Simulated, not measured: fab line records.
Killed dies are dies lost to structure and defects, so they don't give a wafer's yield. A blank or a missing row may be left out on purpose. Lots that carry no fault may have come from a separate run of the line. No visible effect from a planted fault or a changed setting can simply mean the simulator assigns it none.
A lot that was struck, set against a sound lot	flow n5 finfet	26 steps out of a route of 1938
Sound: the wafers L778.2, L778.4, L778.6. Struck: wafers L785.1, L785.4, L785.6. The cause is named last.
Each step with rows lists, per side, the tool, then ch with its chambers, then its first start. Under that, the readings that differ: sound wafers	struck wafers	difference of the means	sigmas: that difference in standard deviations of wafers without a fault.
alike: same words and numbers on both sides, and readings whose means sit less than 2 such deviations apart. not compared: any withheld reading, any reading some wafer has no value for, any bound like >300 that may hide the same value, and any number with overlapping values for which the record gives no deviation.
The two part at a step that has a row with sigmas, a row that says differs or no value, or rows on one side only. Numbers that don't overlap but have no deviation are shown without sigmas and don't part them. Lack of a reading on every wafer of one side parts them only where that side has two or more wafers.

N5_BEOL_M5_DESCUM_16: chemistry O2, time 7 s.
  sound on rie diel-03 ch 1,2,3, day 9 19:22; struck on rie diel-03 ch 0,3, day 11 14:51
reading	sound	struck	difference	sigmas
oes product au (a.u.)	0.71 0.73 0.71	0.71 0.99 0.97	+0.17	+2
  alike: drypump motor current A, rf vpp V, showerhead plenum p Torr, temp c, throttle valve pct
  not compared: rf hours counter h
N5_BEOL_M5_ETCH_72: etches underlayer in N2/H2, target depth 6.5 nm, time 5.2 s.
  sound on rie diel-03 ch 1,2,3, day 9 19:24; struck on rie diel-03 ch 0,3, day 11 14:53
reading	sound	struck	difference	sigmas
oes product au (a.u.)	0.61 0.61 0.60	0.61 0.84 0.85	+0.16	+2
  alike: drypump motor current A, etch rf on time s, rf vpp V, showerhead plenum p Torr, throttle valve pct
  not compared: rf hours counter h
N5_BEOL_M5_ETCH_61: etches SiARC in CF4, target depth 15.6 nm, time 26 s.
  sound on rie diel-03 ch 1,2,3, day 9 19:25; struck on rie diel-03 ch 0,3, day 11 14:54
reading	sound	struck	difference	sigmas
oes product au (a.u.)	0.61 0.62 0.61	0.61 0.83 0.84	+0.15	+2
  alike: drypump motor current A, etch rf on time s, rf vpp V, showerhead plenum p Torr, throttle valve pct
  not compared: rf hours counter h
then, 5 steps without rows for these wafers: N5_BEOL_M5_ETCH_62 (etches SOC in N2/H2, target depth 75 nm, overetch 15 nm, time 112.5 s); N5_BEOL_M5_STRIP_63 (strips in N2/H2); N5_BEOL_M5_STRIP_73 (strips in N2/H2); N5_BEOL_M5_STRIP_64 (strips in CF4); N5_BEOL_M5_HM_OPEN_17 (chemistry Cl2/BCl3, target TiN, target depth 20 nm, overetch 6 nm).
N5_BEOL_M5_STRIP_19: strips in O2.
  sound on rie diel-04 ch 1,2,3, day 9 19:49; struck on rie diel-03 ch 0,1,3, day 11 15:13
  alike: drypump motor current A, oes product au, rf vpp V, showerhead plenum p Torr, temp c, throttle valve pct
  not compared: rf hours counter h
N5_BEOL_M5_CD_MEAS_18: pitch 56 nm, target cd 28 nm.
  sound on cd sem-03 at day 9 19:53; struck on cd sem-03 at day 11 15:17
reading	sound	struck	difference	sigmas
cd nm (nm)	28.0 28.0 27.7	28.4 28.7 28.8	+0.7	+2
then, 2 steps without rows for these wafers: N5_BEOL_M5_COAT_65 (time 60 s, resist thk 60 nm); N5_BEOL_M5_COAT_66 (time 60 s, resist thk 12 nm).
N5_BEOL_M5_COAT_74: time 60 s, resist thk 5 nm.
  sound on litho track-03 ch 0, day 9 21:11; struck on litho track-03 ch 0, day 11 15:25
reading	sound	struck	difference	sigmas
spin speed rpm (rpm)	1499.2 1502.1 1499.0	1450.6 1450.9 1451.4	-49.1	-50
  alike: dispense pressure kPa
then, 6 steps without rows for these wafers: N5_BEOL_M5_COAT_22 (resist thk 30 nm); N5_BEOL_M5_EBR_24; N5_BEOL_M5_SOFTBAKE_23 (time 60 s); N5_BEOL_M5_EXPOSE_25 (exposes mask V4, defocus 10 nm); N5_BEOL_M5_PEB_26 (peb time 60 s); N5_BEOL_M5_DEVELOP_27 (develop time 30 s).
N5_BEOL_M5_CD_MEAS_28: target cd 30.6 nm, target cd y 20 nm.
  sound on cd sem-01 ch 0, day 9 21:30; struck on cd sem-01 ch 0, day 11 15:49
  alike: cd nm
N5_BEOL_M5_OVL_MEAS_29:
  sound on overlay-02 ch 0, day 9 21:32; struck on overlay-01 ch 0, day 11 15:51
  alike: V4_OVL
N5_BEOL_M5_INSPECT_30: inspects for defects (brightfield).
  sound on defect inspect-02 at day 9 21:35; struck on defect inspect-02 at day 11 15:54
  alike: raw defect count
N5_BEOL_M5_DESCUM_33: chemistry O2, time 7 s.
  sound on rie diel-03 ch 1,2,3, day 9 21:37; struck on rie diel-02 ch 0,1,2, day 11 15:56
  alike: drypump motor current A, oes product au, rf vpp V, showerhead plenum p Torr, temp c, throttle valve pct
  not compared: rf hours counter h
N5_BEOL_M5_ETCH_75: etches underlayer in N2/H2, target depth 6.5 nm, time 5.2 s.
  sound on rie diel-03 ch 1,2,3, day 9 21:40; struck on rie diel-02 ch 0,1,2, day 11 15:58
reading	sound	struck	difference	sigmas
model.etch.depth nm (nm)	5.033 5.01 5.035	5.089 5.083 5.088	+0.061	
  alike: drypump motor current A, etch rf on time s, oes product au, rf vpp V, showerhead plenum p Torr, throttle valve pct
  not compared: rf hours counter h
then, 1 step without rows for these wafers: N5_BEOL_M5_ETCH_67 (etches SiARC in CF4, target depth 15.6 nm, time 26 s).
-- the record jumps here: 4 days lie between the struck wafers' starts before and after (it left off in module BEOL_M5 and takes up again in module PASSIVATION, whose first step shown is number 1936 of the route) --
N5_PASSIVATION_PROBE_49:
  sound on prober-01 at day 14 04:43; struck on prober-02 at day 16 03:42
  alike: defect limited yield, killed_at_M0_to_M3, killed_at_M4_up, killed at contacts, killed at front end, killed at other, killed dies, killed on rim, killed open, killed short, sort_bin_5_function, sort_bin_6_memory, sort n pass, sort yield pct

WHERE THEY PART
At N5_BEOL_M5_DESCUM_16 first; at N5_BEOL_M5_COAT_74 last (within this record only). Later steps at which nothing parts them and some readings are alike: N5_BEOL_M5_CD_MEAS_28, N5_BEOL_M5_OVL_MEAS_29, N5_BEOL_M5_INSPECT_30, N5_BEOL_M5_DESCUM_33, N5_BEOL_M5_ETCH_75, N5_PASSIVATION_PROBE_49.

WHY: the cause the simulator had injected
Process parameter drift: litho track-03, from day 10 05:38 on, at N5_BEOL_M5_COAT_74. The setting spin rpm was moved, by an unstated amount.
